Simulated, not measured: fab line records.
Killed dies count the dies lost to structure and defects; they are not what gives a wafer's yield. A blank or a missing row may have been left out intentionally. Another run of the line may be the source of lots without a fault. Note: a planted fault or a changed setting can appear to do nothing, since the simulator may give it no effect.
Problem report in the 8D (eight disciplines) form, filled by code || flow n5-finfet || the parts of the form that need people (team, actions taken, sign-off) are left out

## 1. THE ISSUE
thk-nm at N5_SD_EPI_N_EPI_MEAS_23 reads a mean of 71.2 nm on 4 wafers of 3 lots; wafers without a fault read 59.1 nm with a standard deviation of 1.1. Measured from the usual mean, that is +11 standard deviations.
First seen on wafer L158.2, day 6 00:12, on film-metro-01. The record holds 31 wafers of 11 lots with a number at this step. Rule for "out", or "out of limits": more than 4 standard deviations from the usual mean. The rest of the wafers with a number are treated as sound.

## 2. WHAT THIS IS AND IS NOT
{"question": "which readings at this step", "is": "thk-nm", "is not": "-"}
{"question": "which lots", "is": "L158, L159, L160", "is not": "L148, L150, L151, L154, L155, L156, L168, L170"}
{"question": "which wafers of those lots", "is": "L158.2, L159.2, L159.5, L160.2", "is not": "L158.3, L159.3, L160.3"}
{"question": "read on which gauges", "is": "film-metro-01", "is not": "film-metro-02"}
{"question": "when", "is": "from day 6 00:12", "is not": "up to then (19 sound wafers); but 8 sound wafers of L159, L160, L168, L170 came after"}

## 3. WHAT RULES OUT EACH SUSPECT
Counting: any tool at a process step up to the reading remains a suspect provided it ran every lot that is out. Sound lots after the first of them don't rule it out here, since some wafers of a struck lot are sound.
- the gauge at N5_SD_EPI_N_EPI_MEAS_23: kept. All the wafers that are out were read on film-metro-01, and no step on other tools shows them out.
- rie-si-04 at N5_SD_EPI_N_SD_RECESS_17 (chemistry HBr/Cl2/O2, target depth 41 nm, time 23.7 s, bt time 3 s): kept. It ran every lot that is out, first L158 (day 5 21:29).
- epi-rpcvd-01 at N5_SD_EPI_N_EPI_21 (deposits Si:P, time 690 s): kept. Ran every lot that is out, first one L158 (day 5 22:46); last sound lot up to then L156 (day 5 09:16).
- Within rie-si-04 at N5_SD_EPI_N_SD_RECESS_17: the wafers that are out ran in chambers 1, 2; their sound lot-mates ran in chambers 0, 3.
The count leaves rie-si-04 at N5_SD_EPI_N_SD_RECESS_17, epi-rpcvd-01 at N5_SD_EPI_N_EPI_21, and film-metro-01 at N5_SD_EPI_N_EPI_MEAS_23.

## 4. THE CAUSE (what the simulator had put in)
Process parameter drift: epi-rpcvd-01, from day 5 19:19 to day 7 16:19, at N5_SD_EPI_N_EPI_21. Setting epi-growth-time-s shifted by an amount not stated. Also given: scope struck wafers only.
Counting left 3 suspects, and this tool is among them.

## 5. SEQUENCE OF EFFECTS, ordered by route
Each row: a reading where the mean over the struck wafers with a number is more than 3 standard deviations away from the usual. Readings are gone through only where the record gives a usual standard deviation; hours: the median, over the lots, of the time from a lot's start at the first step in this table giving one to that lot's start at this step; sigmas: the change measured in usual standard deviations.
{"hours": 0, "step": "N5_SD_EPI_N_EPI_MEAS_23", "reading": "thk-nm", "usual": "59.1 nm", "on struck wafers": 71.2, "change": "+12.1", "sigmas": "+11"}

## 6. WHAT WOULD HAVE CAUGHT IT SOONER
5 hours passed between the start of the fault at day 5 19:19 and the first reading out of limits at a measuring or inspecting step in this record, taken at day 6 00:12.
No tool reading at N5_SD_EPI_N_EPI_21 that has a usual standard deviation in the record was out on any struck wafer, so an alarm limit of 4 standard deviations on those readings would not have fired.
Among the 3 lots that are out, L159, L160 began N5_SD_EPI_N_EPI_21 on epi-rpcvd-01 after day 6 00:12. A hold on the tool at that time would have spared those 2.
